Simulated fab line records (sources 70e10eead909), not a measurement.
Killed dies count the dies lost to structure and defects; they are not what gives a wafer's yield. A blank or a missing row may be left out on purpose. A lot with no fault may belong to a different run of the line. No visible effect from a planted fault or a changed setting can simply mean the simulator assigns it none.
fab line records ; flow nand-harc ; part 2 of 2: steps 40 to 40 of 40
record lots=6; wafers=18; last-day=34
route steps=1302 shown P_M1@297 P_M2@318 END@1302
lots that met no fault: from a run of the same line without faults
start-h: the number of hours between the record's first day and the start of the first shown wafer of the lot ; wait-h: hours since the lot's step before ; " as in the row above ; L1.1+2: one row covering several wafers at once ; - value missing, or start not given ; * or withheld: withheld ; < > ~ a bound
route shown NAME@n: a module of which the file shows steps, and the number in the route of the first ; usual: the fault-free wafers' mean and standard deviation ; same: alike in all rows ; chamber/n: place in a boat ; sites: each site's reading ; _std_site: the values' standard deviation ; _edge_site: outer sites' mean less inner sites' ; radius-mm: how far each site lies from the wafer's centre ; mask NAME#n: copy n ; behind: tool/chamber where the wafer was last shaped ; hold: reason for holding the lot/hours on hold/outcome of the hold ; device: transistor that didn't switch, given as n, p or np ; end of line: the tests these same wafers got at the end of their route ; for a step that has no rows: nothing shown but its recipe ; killed: not the wafer's yield, but the dies lost to structure and defects at the first sort ; map: a wafer's dies, x killed, . not, _ none there
set.NAME: the setting that was run; set.NAME@STEP: the one run at that earlier step ; model.NAME: the simulator's own value behind a step, which no gauge read
certain route steps with their lots: each step a table, each wafer a row
services: when a tool's chamber went out of use (start-h, in hours from the record's first day, below 0 if earlier), for how many hours, and the reason
## steps
# step NHARC_END_SORT_01
# recipe temp-c=25
# usual defect-limited-yield=91.7/2.8; killed-at-array=52/19; killed-at-other=0.8/1; killed-at-periphery=3.7/2.5; killed-dies=56/19; killed-open=3.5/2; killed-short=2.2/1.4; sort_bin_2_pct=2.9/1.2; sort_bin_3_pct=0.6/0.36; sort_bin_4_pct=4.8/1.6; sort-n-pass=621/19; sort-rim-yield-pct=92/3.9; sort-yield-pct=91.7/2.8
# same gross-dies=677; sort_bin_5_pct[%]=0; sort_bin_6_pct[%]=0; sort_bin_7_pct[%]=0; sort_bin_8_pct[%]=0; sort-rim-n-gross=106.00
lot.wafer;tool;chamber;start-h;wait-h;defect-limited-yield[%];killed-at-array;killed-at-other;killed-at-periphery;killed-dies;killed-open;killed-short;sort_bin_2_pct[%];sort_bin_3_pct[%];sort_bin_4_pct[%];sort-n-pass;sort-rim-yield-pct[%];sort-yield-pct[%]
L787.2;prober-02;0;645.27;2.8;95.6;28;1;1;30;0;1;0.4;0.3;3.7;647;98;95.6
L787.3;prober-02;0;646.07;3.1;42.8;21;1;365;387;0;0;21.7;4.4;31.0;290;42;42.8
L787.5;prober-02;0;647.67;3.7;93.8;35;0;7;42;3;5;1.9;0.9;3.4;635;94;93.8
L789.4;prober-02;0;667.10;3.4;91.0;59;0;2;61;5;1;4.0;0.1;4.9;616;92;91.0
L789.5;prober-02;0;667.91;3.7;91.0;55;0;6;61;7;4;3.8;0.9;4.3;616;92;91.0
L789.6;prober-02;0;668.72;4.0;44.9;38;0;335;373;4;1;20.8;4.4;29.8;304;52;44.9
L792.1;prober-01;0;704.64;2.5;92.5;45;1;5;51;3;4;2.2;0.4;4.9;626;90;92.5
L792.3;prober-01;0;706.24;3.1;92.9;45;0;3;48;6;2;1.9;0.4;4.7;629;92;92.9
L792.6;prober-01;0;708.63;4.0;90.7;56;1;6;63;8;3;3.2;0.7;5.3;614;87;90.7
L798.1;prober-01;0;762.99;2.5;92.8;44;2;3;49;3;1;1.5;0.1;5.6;628;93;92.8
L798.3;prober-01;0;764.61;3.1;93.5;40;0;4;44;3;2;2.5;0.3;3.7;633;94;93.5
L798.5;prober-01;0;766.23;3.7;93.9;39;1;1;41;3;3;2.1;0.6;3.4;636;93;93.9
L799.1;prober-02;0;778.30;2.5;91.3;56;1;2;59;5;4;3.4;0.6;4.7;618;96;91.3
L799.3;prober-02;0;779.91;3.1;91.1;53;2;5;60;7;1;3.2;0.3;5.3;617;92;91.1
L799.5;prober-02;0;781.52;3.7;90.0;60;0;8;68;4;2;3.1;0.9;6.1;609;94;90.0
L801.1;prober-02;0;803.85;2.5;94.4;31;3;4;38;4;4;1.8;0.3;3.5;639;88;94.4
L801.3;prober-02;0;805.43;3.1;97.0;17;0;3;20;2;3;0.6;0.1;2.2;657;94;97.0
L801.5;prober-02;0;807.01;3.7;96.2;23;1;2;26;4;0;1.0;0.1;2.7;651;95;96.2
# killed by level:class
L787.2 A_CHANNEL_HOLE_D2:chamber-film-flake=16 A_CHANNEL_HOLE_D1:chamber-film-flake=4 A_STAIRCASE:chamber-film-flake=3 A_SLIT:chamber-film-flake=2 A_DECK1_JOINT:geometric-particle:short=1 P_ZERO_WELL:chamber-film-flake=1 A_ZERO_WELL:chamber-film-flake=1 A_WL_FILL:chamber-film-flake=1
L787.3 P_M1:unspecified=365 A_CHANNEL_HOLE_D2:chamber-film-flake=8 A_CHANNEL_HOLE_D1:chamber-film-flake=5 A_WL_FILL:chamber-film-flake=4 A_CONTACT:chamber-film-flake=2 A_SLIT:chamber-film-flake=1 A_ZERO_WELL:chamber-film-flake=1 THIN_TSV:chamber-film-flake=1
L787.5 A_CHANNEL_HOLE_D2:chamber-film-flake=14 A_CHANNEL_HOLE_D1:chamber-film-flake=4 A_WL_FILL:chamber-film-flake=4 A_CONTACT:chamber-film-flake=4 P_ZERO_WELL:chamber-film-flake=3 A_SLIT:chamber-film-flake=2 P_STI:geometric-particle:open=1 P_CONTACT:geometric-particle:short=1
L789.4 A_SLIT:chamber-film-flake=32 A_CONTACT:chamber-film-flake=9 A_CHANNEL_HOLE_D1:chamber-film-flake=8 A_STAIRCASE:chamber-film-flake=3 P_CONTACT:geometric-particle:open=1 P_M2:geometric-particle:open=1 A_CHANNEL_FILL_D2:geometric-particle:open=1 A_CHANNEL_HOLE_D2:chamber-film-flake=1
L789.5 A_SLIT:chamber-film-flake=29 A_CONTACT:chamber-film-flake=8 A_CHANNEL_HOLE_D1:chamber-film-flake=7 P_CONTACT:geometric-particle:open=4 A_STAIRCASE:chamber-film-flake=3 A_DECK1_JOINT:geometric-particle:short=2 A_M1:geometric-particle:open=2 P_ZERO_WELL:chamber-film-flake=2
L789.6 P_M1:unspecified=333 A_SLIT:chamber-film-flake=21 A_CONTACT:chamber-film-flake=6 A_CHANNEL_HOLE_D1:chamber-film-flake=2 A_STAIRCASE:chamber-film-flake=2 A_SGD_CUT:chamber-film-flake=2 P_CONTACT:geometric-particle:open=1 A_ONON_D1:geometric-particle:open=1
L792.1 A_CHANNEL_HOLE_D1:chamber-film-flake=30 A_CONTACT:chamber-film-flake=4 P_CONTACT:geometric-particle:short=2 A_DECK1_JOINT:chamber-film-flake=2 A_SLIT:chamber-film-flake=2 A_BONDPAD:chamber-film-flake=2 P_STI:geometric-particle:short=1 A_ONON_D2:geometric-particle:open=1
L792.3 A_CHANNEL_HOLE_D1:chamber-film-flake=23 A_CONTACT:chamber-film-flake=6 A_STAIRCASE:chamber-film-flake=4 A_SLIT:chamber-film-flake=2 A_DECK1_JOINT:chamber-film-flake=2 P_GATE:geometric-particle:open=1 P_CONTACT:geometric-particle:open=1 A_ONON_D1:geometric-particle:open=1
L792.6 A_CHANNEL_HOLE_D1:chamber-film-flake=31 A_CONTACT:chamber-film-flake=5 P_BONDPAD:chamber-film-flake=4 A_CHANNEL_FILL_D2:geometric-particle:open=3 A_STAIRCASE:chamber-film-flake=3 A_SLIT:chamber-film-flake=3 A_ONON_D2:geometric-particle:open=2 A_CHANNEL_HOLE_D1:geometric-particle:open=1
L798.1 A_CHANNEL_HOLE_D1:chamber-film-flake=18 A_SLIT:chamber-film-flake=9 A_CONTACT:chamber-film-flake=8 P_CONTACT:geometric-particle:open=2 A_STAIRCASE:chamber-film-flake=2 A_M0:chamber-film-flake=2 THIN_TSV:chamber-film-flake=2 A_DECK1_JOINT:geometric-particle:short=1
L798.3 A_CHANNEL_HOLE_D1:chamber-film-flake=21 A_STAIRCASE:chamber-film-flake=5 A_CONTACT:chamber-film-flake=4 A_CHANNEL_FILL_D2:chamber-film-flake=3 A_M0:chamber-film-flake=3 P_GATE:geometric-particle:open=1 P_M0:geometric-particle:open=1 A_CHANNEL_HOLE_D1:geometric-particle:short=1
L798.5 A_CHANNEL_HOLE_D1:chamber-film-flake=15 A_CONTACT:chamber-film-flake=7 A_SLIT:chamber-film-flake=6 A_STAIRCASE:chamber-film-flake=3 A_CHANNEL_FILL_D1:geometric-particle:short=2 A_DECK1_JOINT:chamber-film-flake=2 A_CHANNEL_FILL_D1:geometric-particle:open=1 A_DECK1_JOINT:geometric-particle:short=1
L799.1 A_SLIT:chamber-film-flake=30 A_STAIRCASE:chamber-film-flake=6 A_CHANNEL_HOLE_D1:chamber-film-flake=5 A_CHANNEL_HOLE_D1:unspecified=3 A_ONON_D1:geometric-particle:open=2 A_WL_FILL:geometric-particle:short=2 A_CHANNEL_FILL_D1:chamber-film-flake=2 P_M0:geometric-particle:short=1
L799.3 A_SLIT:chamber-film-flake=34 A_STAIRCASE:chamber-film-flake=5 A_CHANNEL_HOLE_D1:chamber-film-flake=3 A_CONTACT:chamber-film-flake=3 P_GATE:geometric-particle:open=2 THIN_TSV:chamber-film-flake=2 P_STI:geometric-particle:open=1 P_CONTACT:geometric-particle:open=1
L799.5 A_SLIT:chamber-film-flake=39 A_CHANNEL_HOLE_D1:chamber-film-flake=7 A_CONTACT:chamber-film-flake=7 P_CONTACT:geometric-particle:open=3 P_STI:chamber-film-flake=3 A_CHANNEL_FILL_D1:chamber-film-flake=3 P_CONTACT:geometric-particle:short=1 A_M0:geometric-particle:open=1
L801.1 A_SLIT:chamber-film-flake=12 A_CONTACT:chamber-film-flake=11 P_GATE:geometric-particle:open=2 A_STAIRCASE:chamber-film-flake=2 A_WL_FILL:chamber-film-flake=2 THIN_TSV:chamber-film-flake=2 P_CONTACT:geometric-particle:short=1 P_CONTACT:geometric-particle:open=1
L801.3 A_CONTACT:chamber-film-flake=4 A_SLIT:chamber-film-flake=4 P_GATE:chamber-film-flake=2 A_WL_FILL:chamber-film-flake=2 P_M0:geometric-particle:open=1 A_SOURCE_PLATE:geometric-particle:short=1 A_CHANNEL_FILL_D2:geometric-particle:open=1 A_SGD_CUT:geometric-particle:short=1
L801.5 A_CONTACT:chamber-film-flake=9 A_SLIT:chamber-film-flake=6 A_CHANNEL_FILL_D1:chamber-film-flake=3 A_WL_FILL:chamber-film-flake=2 P_GATE:geometric-particle:open=1 P_CONTACT:geometric-particle:open=1 A_WL_FILL:geometric-particle:open=1 A_BLC:geometric-particle:open=1
# map L787.3 (x killed, . not)
____________x____________
_________xx...x._________
_______x.x..xx.xxx_______
______...xxxxxx.xx.______
_____.x......xxxx..._____
____xxxxx...xx....xxx____
____xxxxx.xxxx..xxxxx____
___xx..x.x..x..x...xx.___
___..xx.x.x..x.xxxxxxx___
__..xxxxxx.xxxx.x.x.x.x__
__.x..x.....xxxx..xx...__
_x...x.xx.x..x.xx..x..xx_
_xx.xx....xxxx.x..xx.xxx_
_.x.xx..xxxxx.x..x.x..xx_
_..x...x.xxx...xxxxx.x.x_
_.x..x.x.x......xxx....._
x..xx..xxxx.x.xxx..xxxx.x
x.xx..x.xxx.xxxxx...xxx..
x.....x.xxx.x..xxx..x.x.x
xxxx.x.x..xx...xx.x.xxxxx
.xxxxxxx....x.xxxxxx.....
_.xxxxxxxxxxxxxxxx....x._
_..x....xxx.xxx.x.xx..x._
_x.xxx.x....x..x..x.xx.._
_..xxx...xxx.xxxxx.xx..x_
_.xxx.x..x...x.x.xxxxxxx_
__xx..x.xxxxxx.x.xx...x__
__xxxxxxx.x..xxx.xx..x.__
___xxxxx.x...x.x.x..xx___
___xxxxxxxxxxxx...xxx.___
____xx..x.xxxxx.x...x____
____xxx.x....xxxx...x____
_____x..x.xxxxxx.x.._____
______xx.xx.xxx.xx.______
_______x..xx.xxxx._______
_________x..xxx._________
____________.____________
# map L789.6 (x killed, . not)
____________x____________
_________......x_________
_______...xx..x.xx_______
______xxx.x..x...x.______
_____x.x...xx...xxxx_____
____x..x..xxx.xxx...x____
____xx..xxx.x.xxx...x____
___.x.x..x.x..x.x..xx.___
___..xxx..x.x.x.x.x...___
__x.xx...xxx.xxxx..x.x.__
__x.xxxxx...x..xxxxx.x.__
_x.x.x.xxxxxx.xxx.xx.x.x_
_....xxxxxxxx...xxx..x.._
_xx.x.x.xx..x.x.x..xx.x._
_.x.........xxx.x.xxx..x_
_.x....xx......xx.x.xx.._
xxxxx.xxx.x.....xx.xxxx..
xxxxxxxx.xxxxxxxxxxxx...x
..x.xx..xxx....x.x.x..xxx
.xx..x..x.xxx.x..x.xx...x
.xxx.xx....xxx.xx.xxx..x.
_x....x..x..x........x.x_
_.x.xxx.xxxx......xxx..x_
_x...x.xxxxxx.x.xxx.xxx._
_..xx.xxxx.x.xxxxxx...x._
_xxx...x..xx..xx.xx..xxx_
__....x.xx.xxxxx.x....x__
__..xxxx..xxxxxx.xx..xx__
___x..xxx...xxxxx.xxx.___
___xx.xx.x.xxxxx.xxx.x___
____.xxxx..xxxxxx.xx.____
____.....xxx.xxxx...x____
_____x.xx..xxxxxx.xx_____
______....xxxxxxxxx______
_______xx..xxxxx.x_______
_________.x..xx._________
____________.____________
## services
tool;chamber;start-h;hours;kind
ecd-cu-02;-;201.17;0.4;repair
rie-diel-13;3;203.33;7.7;repair
rie-diel-02;-;205.43;1.9;repair
cmp-02;-;211.45;2.3;repair
rie-diel-02;-;216.70;9.0;pm
rie-diel-04;3;225.27;8.1;repair
cmp-02;-;232.50;4.0;pm
rie-diel-10;-;233.80;0.4;repair
rie-diel-10;-;242.60;9.0;pm
ecd-cu-02;-;244.00;8.0;pm
rie-diel-04;2;266.46;4.8;repair
rie-diel-04;0;296.28;1.6;repair
rie-diel-04;-;299.33;2.6;repair
rie-diel-04;-;302.68;0.5;repair
rie-diel-02;-;308.85;0.6;repair
pecvd-01;-;311.36;13.0;pm
cmp-02;-;317.79;2.6;repair
cmp-02;-;330.50;4.0;pm
rie-diel-10;3;336.75;24.6;repair
rie-diel-04;-;341.33;1.8;repair
rie-diel-02;3;347.78;4.5;repair
rie-diel-10;0;348.38;1.4;repair
rie-diel-04;-;354.90;9.0;pm
cmp-02;-;362.20;1.3;repair
## key
first-sign step=NHARC_END_SORT_01; reading=killed-at-periphery; direction=up; sigmas=99+; usual=3.7; struck=350
effect step=NHARC_END_SORT_01; reading=defect-limited-yield; direction=down; sigmas=17; usual=91.7; struck=43.9
more-kills-born-at NHARC_P_M1_ECD_22@ecd-cu-02=698
met-at NHARC_P_M1_ECD_22
struck-wafers L787.3,L789.6
fault kind=chamber-particle-source; tool=ecd-cu-02; chamber=0; onset-h=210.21; steps=NHARC_P_M1_ECD_22; rate-per-visit-cm2=0.77915; end-h=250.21
